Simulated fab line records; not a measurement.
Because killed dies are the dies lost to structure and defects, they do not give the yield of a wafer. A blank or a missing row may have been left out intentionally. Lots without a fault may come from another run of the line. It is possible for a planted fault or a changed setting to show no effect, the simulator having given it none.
fab line records	flow n5-finfet
record: lots: 24	wafers: 72	last-day: 18
route steps=1938 shown BEOL_M11@1569 BEOL_M12@1613
lots with no fault: from the same line, run without faults
start-h: hours from the record's first day to the start of the lot's first wafer shown	wait-h: hours since the lot's step before	" as in the row above	L1.1+2: a row that stands for several wafers	- no value, or no start given	* or withheld: withheld	< > ~ a bound
route shown NAME@n: names a module that has steps shown in the file, with the first one's number in the route	usual: mean/standard deviation of fault-free wafers	same: alike in all rows	chamber/n: place in a boat	sites: readings site by site	_std_site: standard deviation across them	_edge_site: outer sites' mean less inner sites'	radius-mm: for every site, how far away it sits from the centre of the wafer	mask NAME#n: copy n	behind: the most recent tool/chamber to have shaped the wafer	hold: what put the lot on hold/how long, in hours/how the hold closed	device: the transistor (n, p or np) that didn't switch	end of line: the route-end tests of the same wafers	a step given without rows: its recipe and nothing more	killed: dies lost to structure and defects at the first sort, not the wafer's yield	map: shows each die of a wafer: x if killed, . if not, _ if none is there
set.NAME: the setting as run; set.NAME@STEP: as run at that earlier step	model.NAME: the simulator's own value behind a step, which no gauge read
one table for each step of the route and one row for each wafer, over a sample of lots
services: from which hour (start-h, from the record's first day; less than 0 if before it) a tool's chamber was out of use, for how many hours, and why
== steps ==
step: N5_BEOL_M11_OVL_MEAS_29
recipe: points-per-wafer: 44
usual: V10_OVL: -0.2/0.66
lot.wafer	tool	chamber	start-h	wait-h	V10_OVL[nm]
L074.1	overlay-01	0	229.37	0.0	0.7
L074.4	"	0	"	"	1.0
L074.5	"	0	"	"	-0.1
L075.2	overlay-02	0	235.05	0.0	-0.2
L075.4	"	0	"	"	-0.7
L075.6	"	0	"	"	-0.6
L077.1	overlay-02	0	246.45	0.0	-1.0
L077.2	"	0	"	"	0.1
L077.5	"	0	"	"	0.5
L076.1	overlay-02	0	246.62	0.0	0.5
L076.2	"	0	"	"	0.1
L076.4	"	0	"	"	-0.4
L078.2	overlay-01	0	252.50	0.0	-0.5
L078.4	"	0	"	"	-0.7
L078.6	"	0	"	"	-0.7
L079.3	overlay-02	0	253.05	0.0	0.9
L079.4	"	0	"	"	0.2
L079.6	"	0	"	"	-0.2
L080.3	overlay-01	0	261.51	0.0	0.7
L080.5	"	0	"	"	1.1
L080.6	"	0	"	"	0.9
L081.2	overlay-02	0	267.60	0.0	0.3
L081.3	"	0	"	"	0.4
L081.4	"	0	"	"	-0.7
L083.1	overlay-02	0	271.59	0.0	-1.0
L083.2	"	0	"	"	-0.7
L083.3	"	0	"	"	-0.9
L082.2	overlay-01	0	271.76	0.0	1.1
L082.4	"	0	"	"	0.1
L082.6	"	0	"	"	0.7
L084.2	overlay-01	0	289.99	0.0	-1.3
L084.4	"	0	"	"	0.0
L084.5	"	0	"	"	0.0
L085.1	overlay-01	0	297.17	0.0	-0.7
L085.3	"	0	"	"	-1.4
L085.5	"	0	"	"	0.4
L086.2	overlay-01	0	299.51	0.0	-0.5
L086.3	"	0	"	"	-0.9
L086.6	"	0	"	"	-0.9
L087.1	overlay-02	0	305.05	0.0	-0.8
L087.3	"	0	"	"	0.1
L087.6	"	0	"	"	-1.2
L089.1	overlay-02	0	311.05	0.0	0.3
L089.5	"	0	"	"	0.1
L089.6	"	0	"	"	-0.6
L090.1	overlay-01	0	316.65	0.0	0.6
L090.3	"	0	"	"	0.0
L090.4	"	0	"	"	0.0
L088.1	overlay-02	0	320.98	0.0	-0.4
L088.4	"	0	"	"	-0.8
L088.6	"	0	"	"	-0.4
L093.1	overlay-01	0	330.31	0.0	-0.7
L093.3	"	0	"	"	-1.0
L093.4	"	0	"	"	-1.3
L091.2	overlay-02	0	338.41	0.0	0.1
L091.5	"	0	"	"	-1.4
L091.6	"	0	"	"	-0.7
L094.1	overlay-02	0	343.97	0.0	-0.6
L094.5	"	0	"	"	-0.7
L094.6	"	0	"	"	-0.6
L092.1	overlay-01	0	344.14	0.0	-0.5
L092.2	"	0	"	"	-0.3
L092.4	"	0	"	"	-0.1
L095.3	overlay-01	0	348.12	0.0	0.1
L095.4	"	0	"	"	-0.5
L095.6	"	0	"	"	-0.3
L096.1	overlay-02	0	365.71	0.0	-1.6
L096.4	"	0	"	"	-0.1
L096.5	"	0	"	"	-0.1
L097.1	overlay-01	0	376.75	0.0	1.1
L097.3	"	0	"	"	0.9
L097.5	"	0	"	"	-0.3
step: N5_BEOL_M11_ETCH_66
recipe: chemistry: N2/H2	target: SOC	target-depth-a: 1200	overetch-a: 240	mask-material: SiARC	temp-c: 40	time-s: 180	ion-energy-ev: 200	pressure-mtorr: 30	source-w: 840	bias-w: 150	n2-flow-sccm: 200	h2-flow-sccm: 200
usual: bias-w: 150.0/0.42	drypump-motor-current-A: 5.8/0.44	oes-product-au: 0.64/0.075	rf-vpp-V: 522.7/2.6	showerhead-plenum-p-Torr: 2.50/0.085	throttle-valve-pct: 17.74/0.29
lot.wafer	tool	chamber	start-h	wait-h	bias-w	drypump-motor-current-A	oes-product-au	rf-hours-counter-h	rf-vpp-V	showerhead-plenum-p-Torr	throttle-valve-pct
L074.1	rie-diel-03	1	229.51	0.0	149.6	4.7	0.76	11	525.4	2.59	17.47
L074.4	"	3	"	"	149.9	6.2	0.63	120	522.9	2.45	17.82
L074.5	"	3	"	"	150.0	6.2	0.64	-	521.3	2.45	17.84
L075.2	rie-diel-02	3	235.29	0.0	150.0	6.3	0.73	13	526.8	2.60	17.40
L075.4	"	0	"	"	149.0	5.7	0.59	163	522.8	2.54	18.08
L075.6	"	1	"	"	149.0	5.7	0.61	-	517.0	2.34	17.38
L077.1	rie-diel-02	1	246.61	0.0	150.1	5.7	0.61	157	517.6	2.34	17.40
L077.2	"	3	"	"	149.9	6.3	0.73	17	525.8	2.60	17.40
L077.5	"	3	"	"	150.3	6.2	0.73	-	525.8	2.60	17.38
L076.1	rie-diel-04	3	247.02	0.0	149.7	5.8	0.57	236	522.3	2.50	18.09
L076.2	"	0	"	"	150.0	5.6	0.55	224	523.0	2.51	18.14
L076.4	"	2	"	"	150.1	5.7	0.75	14	522.8	2.49	17.64
L078.2	rie-diel-03	2	252.64	0.0	150.2	6.2	0.58	187	521.4	2.43	17.95
L078.4	"	0	"	"	150.3	6.1	0.60	199	519.7	2.42	17.86
L078.6	"	2	"	"	149.6	6.2	0.58	-	520.0	2.43	17.95
L079.3	rie-diel-02	0	253.19	0.0	150.6	5.7	0.59	167	524.3	2.54	18.11
L079.4	"	1	"	"	150.6	5.7	0.60	158	518.6	2.33	17.40
L079.6	"	3	"	"	149.4	6.3	0.73	-	525.3	2.60	17.39
L080.3	rie-diel-02	0	261.99	0.0	150.6	5.7	0.59	170	523.2	2.53	18.11
L080.5	"	3	"	"	150.5	6.3	0.72	-	526.1	2.60	17.39
L080.6	"	0	"	"	150.4	5.7	0.59	-	523.7	2.53	18.09
L081.2	rie-diel-02	2	267.74	0.0	150.1	5.2	0.72	28	522.4	2.48	17.25
L081.3	"	3	"	"	150.3	6.3	0.72	23	524.1	2.60	17.41
L081.4	"	0	"	"	149.9	5.7	0.59	173	523.4	2.53	18.11
L083.1	rie-diel-03	2	271.77	0.0	149.6	6.2	0.58	194	520.6	2.43	17.98
L083.2	"	1	"	"	149.5	4.7	0.75	24	526.3	2.59	17.49
L083.3	"	3	"	"	150.7	6.2	0.63	132	521.0	2.44	17.86
L082.2	rie-diel-04	1	271.91	0.0	150.9	6.1	0.59	189	525.9	2.64	17.79
L082.4	"	2	"	"	149.9	5.7	0.73	22	522.8	2.49	17.67
L082.6	"	1	"	"	150.3	6.1	0.59	-	527.5	2.64	17.79
L084.2	rie-diel-04	1	290.14	0.0	150.3	6.1	0.59	196	527.6	2.63	17.81
L084.4	"	2	"	"	149.8	5.7	0.72	30	522.5	2.48	17.70
L084.5	"	0	"	"	149.8	5.6	0.55	-	522.8	2.50	18.18
L085.1	rie-diel-02	3	297.32	0.0	149.2	6.2	0.71	28	525.5	2.60	17.42
L085.3	"	0	"	"	150.1	5.7	0.58	177	523.9	2.53	18.10
L085.5	"	2	"	"	150.0	5.2	0.71	-	522.3	2.48	17.27
L086.2	rie-diel-02	0	299.72	0.0	150.3	5.7	0.58	178	523.3	2.53	18.11
L086.3	"	2	"	"	149.9	5.2	0.71	34	522.6	2.48	17.25
L086.6	"	1	"	"	149.6	5.7	0.59	-	516.6	2.33	17.43
L087.1	rie-diel-04	1	305.20	0.0	149.8	6.1	0.59	201	527.3	2.63	17.82
L087.3	"	0	"	"	150.5	5.6	0.54	246	521.7	2.50	18.17
L087.6	"	0	"	"	150.3	5.6	0.54	-	523.0	2.50	18.18
L089.1	rie-diel-04	1	311.20	0.0	150.0	6.1	0.59	204	527.2	2.63	17.83
L089.5	"	2	"	"	149.2	5.7	0.71	-	523.1	2.48	17.67
L089.6	"	1	"	"	149.6	6.1	0.58	-	524.9	2.63	17.81
L090.1	rie-diel-03	0	316.79	0.0	150.4	6.1	0.59	220	519.6	2.41	17.90
L090.3	"	3	"	"	149.9	6.2	0.62	147	519.6	2.44	17.87
L090.4	"	2	"	"	150.1	6.2	0.57	210	520.6	2.42	17.99
L088.1	rie-diel-04	2	321.42	0.0	149.8	5.7	0.70	41	520.5	2.48	17.70
L088.4	"	3	"	"	150.5	5.9	0.82	-	522.5	2.50	17.64
L088.6	"	2	"	"	149.5	5.7	0.71	-	521.1	2.48	17.72
L093.1	rie-diel-03	1	330.45	0.0	149.6	4.7	0.71	45	525.4	2.58	17.53
L093.3	"	0	"	"	150.3	6.1	0.59	225	519.9	2.41	17.90
L093.4	"	2	"	"	149.9	6.2	0.57	214	521.5	2.42	18.01
L091.2	rie-diel-04	3	338.55	0.0	149.6	5.8	0.79	6	523.4	2.50	17.66
L091.5	"	3	"	"	149.6	5.9	0.79	-	522.7	2.50	17.68
L091.6	"	0	"	"	150.3	5.6	0.80	-	523.0	2.50	17.76
L094.1	rie-diel-03	3	344.47	0.0	149.2	6.2	0.61	156	520.8	2.43	17.90
L094.5	"	1	"	"	150.5	4.7	0.70	-	525.6	2.58	17.52
L094.6	"	0	"	"	149.6	6.1	0.58	-	520.1	2.40	17.92
L092.1	rie-diel-02	1	344.51	0.0	149.7	5.7	0.59	182	516.9	2.33	17.42
L092.2	"	0	"	"	149.9	5.7	0.58	193	523.4	2.52	18.14
L092.4	"	2	"	"	150.6	5.2	0.69	47	522.1	2.47	17.28
L095.3	rie-diel-02	2	348.26	0.0	149.8	5.2	0.68	48	523.0	2.47	17.29
L095.4	"	3	"	"	149.6	6.3	0.69	45	524.3	2.59	17.45
L095.6	"	0	"	"	149.7	5.7	0.58	-	523.5	2.52	18.16
L096.1	rie-diel-04	1	365.85	0.0	149.7	6.1	0.58	220	525.8	2.62	17.85
L096.4	"	0	"	"	150.0	5.6	0.76	10	522.2	2.50	17.77
L096.5	"	1	"	"	150.4	6.1	0.57	-	525.8	2.62	17.86
L097.1	rie-diel-03	3	376.89	0.0	149.5	6.2	0.61	165	520.2	2.43	17.91
L097.3	"	2	"	"	149.9	6.2	0.55	228	520.3	2.41	18.03
L097.5	"	2	"	"	149.9	6.2	0.56	-	519.2	2.41	18.02
step: N5_BEOL_M11_THK_MEAS_53
recipe: thk-meas-gauge: xrf	reads: Cu_of_BEOL_M11_ECD_50
usual: M11_THK: 139.0/3
lot.wafer	tool	chamber	start-h	wait-h	M11_THK[nm]
L074.1	film-metro-02	-	234.62	-	147.7
L074.4	"	-	"	"	138.2
L074.5	"	-	"	"	138.2
L075.2	film-metro-02	-	238.40	-	141.1
L075.4	"	-	"	"	138.7
L075.6	"	-	"	"	141.3
L077.1	film-metro-01	-	250.04	-	140.4
L077.2	"	-	"	"	143.6
L077.5	"	-	"	"	141.6
L076.1	film-metro-02	-	250.32	-	137.0
L076.2	"	-	"	"	134.7
L076.4	"	-	"	"	137.7
L078.2	film-metro-02	-	256.17	-	138.8
L078.4	"	-	"	"	138.1
L078.6	"	-	"	"	137.8
L079.3	film-metro-02	-	256.73	-	135.4
L079.4	"	-	"	"	140.7
L079.6	"	-	"	"	139.7
L080.3	film-metro-02	-	266.79	-	138.8
L080.5	"	-	"	"	143.5
L080.6	"	-	"	"	138.7
L081.2	film-metro-01	-	271.04	-	145.9
L081.3	"	-	"	"	143.4
L081.4	"	-	"	"	138.9
L083.1	film-metro-02	-	275.83	-	135.3
L083.2	"	-	"	"	143.2
L083.3	"	-	"	"	135.0
L082.2	film-metro-02	-	276.01	-	136.6
L082.4	"	-	"	"	136.6
L082.6	"	-	"	"	136.4
L084.2	film-metro-02	-	293.45	-	137.2
L084.4	"	-	"	"	139.4
L084.5	"	-	"	"	137.9
L085.1	film-metro-01	-	300.53	-	140.3
L085.3	"	-	"	"	137.0
L085.5	"	-	"	"	141.4
L086.2	film-metro-02	-	303.44	-	138.5
L086.3	"	-	"	"	143.3
L086.6	"	-	"	"	141.1
L087.1	film-metro-01	-	308.09	-	135.1
L087.3	"	-	"	"	135.7
L087.6	"	-	"	"	135.0
L089.1	film-metro-02	-	315.29	-	134.4
L089.5	"	-	"	"	135.1
L089.6	"	-	"	"	134.9
L090.1	film-metro-02	-	321.54	-	139.0
L090.3	"	-	"	"	138.9
L090.4	"	-	"	"	139.1
L088.1	film-metro-02	-	325.41	-	139.7
L088.4	"	-	"	"	142.8
L088.6	"	-	"	"	139.2
L093.1	film-metro-02	-	333.90	-	141.8
L093.3	"	-	"	"	136.9
L093.4	"	-	"	"	134.3
L091.2	film-metro-01	-	342.56	-	142.6
L091.5	"	-	"	"	141.4
L091.6	"	-	"	"	137.2
L094.1	film-metro-02	-	347.64	-	135.1
L094.5	"	-	"	"	142.9
L094.6	"	-	"	"	138.7
L092.1	film-metro-01	-	347.88	-	137.9
L092.2	"	-	"	"	134.2
L092.4	"	-	"	"	140.5
L095.3	film-metro-01	-	350.68	-	141.2
L095.4	"	-	"	"	139.6
L095.6	"	-	"	"	137.1
L096.1	film-metro-02	-	368.94	-	134.3
L096.4	"	-	"	"	141.5
L096.5	"	-	"	"	136.0
L097.1	film-metro-01	-	381.33	-	135.7
L097.3	"	-	"	"	137.3
L097.5	"	-	"	"	137.2
step: N5_BEOL_M12_OVL_MEAS_11
recipe: points-per-wafer: 44
usual: V11_OVL: -5/6
lot.wafer	tool	chamber	start-h	wait-h	V11_OVL[nm]
L074.1	overlay-02	0	235.28	0.0	-4
L074.4	"	0	"	"	-13
L074.5	"	0	"	"	-3
L075.2	overlay-02	0	239.05	0.0	-8
L075.4	"	0	"	"	-7
L075.6	"	0	"	"	-11
L077.1	overlay-01	0	250.84	0.0	-12
L077.2	"	0	"	"	0
L077.5	"	0	"	"	-5
L076.1	overlay-02	0	251.10	0.0	5
L076.2	"	0	"	"	-4
L076.4	"	0	"	"	-1
L078.2	overlay-01	0	256.82	0.0	3
L078.4	"	0	"	"	2
L078.6	"	0	"	"	4
L079.3	overlay-01	0	257.51	0.0	-7
L079.4	"	0	"	"	-2
L079.6	"	0	"	"	2
L080.3	overlay-02	0	267.57	0.0	-8
L080.5	"	0	"	"	-2
L080.6	"	0	"	"	-8
L081.2	overlay-01	0	271.70	0.0	-9
L081.3	"	0	"	"	-9
L081.4	"	0	"	"	-8
L083.1	overlay-02	0	276.69	0.0	-1
L083.2	"	0	"	"	-2
L083.3	"	0	"	"	-7
L082.2	overlay-01	0	276.85	0.0	-5
L082.4	"	0	"	"	2
L082.6	"	0	"	"	-2
L084.2	overlay-01	0	294.13	0.0	-9
L084.4	"	0	"	"	-9
L084.5	"	0	"	"	-18
L085.1	overlay-01	0	301.31	0.0	-3
L085.3	"	0	"	"	-2
L085.5	"	0	"	"	-8
L086.2	overlay-02	0	304.21	0.0	-3
L086.3	"	0	"	"	2
L086.6	"	0	"	"	-2
L087.1	overlay-01	0	308.77	0.0	4
L087.3	"	0	"	"	0
L087.6	"	0	"	"	-7
L089.1	overlay-02	0	316.06	0.0	-7
L089.5	"	0	"	"	-2
L089.6	"	0	"	"	-10
L090.1	overlay-01	0	322.32	0.0	-9
L090.3	"	0	"	"	-11
L090.4	"	0	"	"	-7
L088.1	overlay-01	0	326.07	0.0	2
L088.4	"	0	"	"	6
L088.6	"	0	"	"	5
L093.1	overlay-01	0	334.56	0.0	-11
L093.3	"	0	"	"	-10
L093.4	"	0	"	"	-1
L091.2	overlay-02	0	343.21	0.0	-5
L091.5	"	0	"	"	-5
L091.6	"	0	"	"	-7
L094.1	overlay-02	0	348.30	0.0	-15
L094.5	"	0	"	"	-8
L094.6	"	0	"	"	-10
L092.1	overlay-01	0	348.55	0.0	-13
L092.2	"	0	"	"	-11
L092.4	"	0	"	"	-14
L095.3	overlay-02	0	351.47	0.0	-3
L095.4	"	0	"	"	1
L095.6	"	0	"	"	0
L096.1	overlay-02	0	369.59	0.0	-11
L096.4	"	0	"	"	-8
L096.5	"	0	"	"	-15
L097.1	overlay-01	0	382.10	0.0	-14
L097.3	"	0	"	"	-13
L097.5	"	0	"	"	-15
step: N5_BEOL_M12_SPUTTER_43
recipe: material: TaN	target-thk-a: 150	temp-c: 50	bias-v: 168.6	power-w: 15000	chamber-pressure-pa: 0.12	time-s: 24.19
usual: throttle-valve-pct: 29.9/0.77
lot.wafer	tool	chamber	start-h	wait-h	throttle-valve-pct
L074.1	pvd-sputter-01	-	240.19	0.0	29.9
L074.4	"	-	"	"	31.0
L074.5	"	-	"	"	30.1
L075.2	pvd-sputter-01	-	241.16	0.0	29.3
L075.4	"	-	"	"	30.9
L075.6	"	-	"	"	29.5
L077.1	pvd-sputter-02	-	255.40	0.0	31.2
L077.2	"	-	"	"	28.8
L077.5	"	-	"	"	29.5
L076.1	pvd-sputter-02	-	255.76	0.0	31.2
L076.2	"	-	"	"	29.5
L076.4	"	-	"	"	30.0
L078.2	pvd-sputter-03	-	259.65	0.0	29.4
L078.4	"	-	"	"	30.5
L078.6	"	-	"	"	29.5
L079.3	pvd-sputter-02	-	259.76	0.0	30.0
L079.4	"	-	"	"	28.6
L079.6	"	-	"	"	28.6
L080.3	pvd-sputter-02	-	272.49	0.0	31.3
L080.5	"	-	"	"	28.9
L080.6	"	-	"	"	31.2
L081.2	pvd-sputter-02	-	274.97	0.0	29.0
L081.3	"	-	"	"	30.0
L081.4	"	-	"	"	31.2
L083.1	pvd-sputter-01	-	279.12	0.0	30.9
L083.2	"	-	"	"	30.1
L083.3	"	-	"	"	30.0
L082.2	pvd-sputter-03	-	279.76	0.0	29.4
L082.4	"	-	"	"	30.6
L082.6	"	-	"	"	29.3
L084.2	pvd-sputter-02	-	298.23	0.0	30.3
L084.4	"	-	"	"	31.1
L084.5	"	-	"	"	29.1
L085.1	pvd-sputter-03	-	305.46	0.0	29.6
L085.3	"	-	"	"	29.4
L085.5	"	-	"	"	30.6
L086.2	pvd-sputter-01	-	307.44	0.0	30.8
L086.3	"	-	"	"	30.4
L086.6	"	-	"	"	30.9
L087.1	pvd-sputter-01	-	311.84	0.0	30.8
L087.3	"	-	"	"	30.1
L087.6	"	-	"	"	31.0
L089.1	pvd-sputter-02	-	323.03	0.0	31.4
L089.5	"	-	"	"	28.4
L089.6	"	-	"	"	29.2
L090.1	pvd-sputter-01	-	324.47	0.0	29.6
L090.3	"	-	"	"	30.1
L090.4	"	-	"	"	30.8
L088.1	pvd-sputter-03	-	332.57	0.0	30.2
L088.4	"	-	"	"	29.7
L088.6	"	-	"	"	29.4
L093.1	pvd-sputter-02	-	337.86	0.0	31.2
L093.3	"	-	"	"	30.0
L093.4	"	-	"	"	28.8
L091.2	pvd-sputter-01	-	345.75	0.0	29.8
L091.5	"	-	"	"	29.8
L091.6	"	-	"	"	31.2
L094.1	pvd-sputter-01	-	353.29	0.0	30.1
L094.5	"	-	"	"	29.7
L094.6	"	-	"	"	30.3
L092.1	pvd-sputter-01	-	354.21	0.0	29.7
L092.2	"	-	"	"	30.1
L092.4	"	-	"	"	29.7
L095.3	pvd-sputter-01	-	355.09	0.0	29.5
L095.4	"	-	"	"	31.1
L095.6	"	-	"	"	29.5
L096.1	pvd-sputter-02	-	372.09	0.0	31.5
L096.4	"	-	"	"	28.7
L096.5	"	-	"	"	31.1
L097.1	pvd-sputter-01	-	384.96	0.0	30.8
L097.3	"	-	"	"	30.4
L097.5	"	-	"	"	30.1
step: N5_BEOL_M12_INSPECT_55
recipe: inspect-instrument: darkfield	mode: post-dep
usual: raw-defect-count: 67/22
lot.wafer	tool	chamber	start-h	wait-h	raw-defect-count
L074.1	defect-inspect-01	-	241.51	0.0	66
L074.4	"	-	"	"	76
L074.5	"	-	"	"	64
L075.2	defect-inspect-02	-	243.05	0.0	76
L075.4	"	-	"	"	52
L075.6	"	-	"	"	66
L077.1	defect-inspect-01	-	258.89	0.0	68
L077.2	"	-	"	"	59
L077.5	"	-	"	"	28
L076.1	defect-inspect-02	-	259.45	0.0	63
L076.2	"	-	"	"	71
L076.4	"	-	"	"	107
L078.2	defect-inspect-01	-	263.04	0.0	109
L078.4	"	-	"	"	104
L078.6	"	-	"	"	65
L079.3	defect-inspect-02	-	264.96	0.0	49
L079.4	"	-	"	"	64
L079.6	"	-	"	"	80
L080.3	defect-inspect-01	-	273.65	0.0	67
L080.5	"	-	"	"	63
L080.6	"	-	"	"	81
L081.2	defect-inspect-01	-	276.25	0.0	53
L081.3	"	-	"	"	94
L081.4	"	-	"	"	96
L083.1	defect-inspect-02	-	280.31	0.0	60
L083.2	"	-	"	"	52
L083.3	"	-	"	"	33
L082.2	defect-inspect-01	-	281.00	0.0	45
L082.4	"	-	"	"	56
L082.6	"	-	"	"	32
L084.2	defect-inspect-02	-	299.42	0.0	62
L084.4	"	-	"	"	49
L084.5	"	-	"	"	48
L085.1	defect-inspect-02	-	306.62	0.0	99
L085.3	"	-	"	"	86
L085.5	"	-	"	"	138
L086.2	defect-inspect-02	-	308.61	0.0	83
L086.3	"	-	"	"	127
L086.6	"	-	"	"	78
L087.1	defect-inspect-01	-	313.05	0.0	76
L087.3	"	-	"	"	73
L087.6	"	-	"	"	111
L089.1	defect-inspect-01	-	324.49	0.0	64
L089.5	"	-	"	"	40
L089.6	"	-	"	"	74
L090.1	defect-inspect-01	-	326.48	0.0	106
L090.3	"	-	"	"	103
L090.4	"	-	"	"	84
L088.1	defect-inspect-01	-	334.31	0.0	56
L088.4	"	-	"	"	72
L088.6	"	-	"	"	40
L093.1	defect-inspect-01	-	339.37	0.0	58
L093.3	"	-	"	"	111
L093.4	"	-	"	"	97
L091.2	defect-inspect-01	-	347.48	0.0	47
L091.5	"	-	"	"	64
L091.6	"	-	"	"	42
L094.1	defect-inspect-01	-	354.99	0.0	118
L094.5	"	-	"	"	58
L094.6	"	-	"	"	53
L092.1	defect-inspect-01	-	355.44	0.0	66
L092.2	"	-	"	"	60
L092.4	"	-	"	"	47
L095.3	defect-inspect-01	-	356.27	0.0	40
L095.4	"	-	"	"	51
L095.6	"	-	"	"	50
L096.1	defect-inspect-01	-	373.76	0.0	65
L096.4	"	-	"	"	75
L096.5	"	-	"	"	75
L097.1	defect-inspect-01	-	386.12	0.0	66
L097.3	"	-	"	"	64
L097.5	"	-	"	"	42
== services ==
tool	chamber	start-h	hours	kind
rie-diel-04	2	250.08	2.5	repair
rie-diel-04	3	257.50	8.1	repair
rie-diel-02	-	270.26	14.6	pm
pvd-sputter-03	-	285.89	3.8	repair
rie-diel-02	-	289.47	0.3	repair
rie-diel-04	3	298.96	-	clean
rie-diel-04	3	298.96	-	consumable-replace:focus-ring
rie-diel-04	3	298.96	20.0	scheduled-down
rie-diel-04	3	298.96	20.0	vent-cycle
rie-diel-04	0	318.99	-	clean
rie-diel-04	0	318.99	-	consumable-replace:focus-ring
rie-diel-04	0	318.99	15.8	scheduled-down
rie-diel-04	0	318.99	15.8	vent-cycle
pvd-sputter-02	-	351.75	1.1	repair
== key ==
fault none
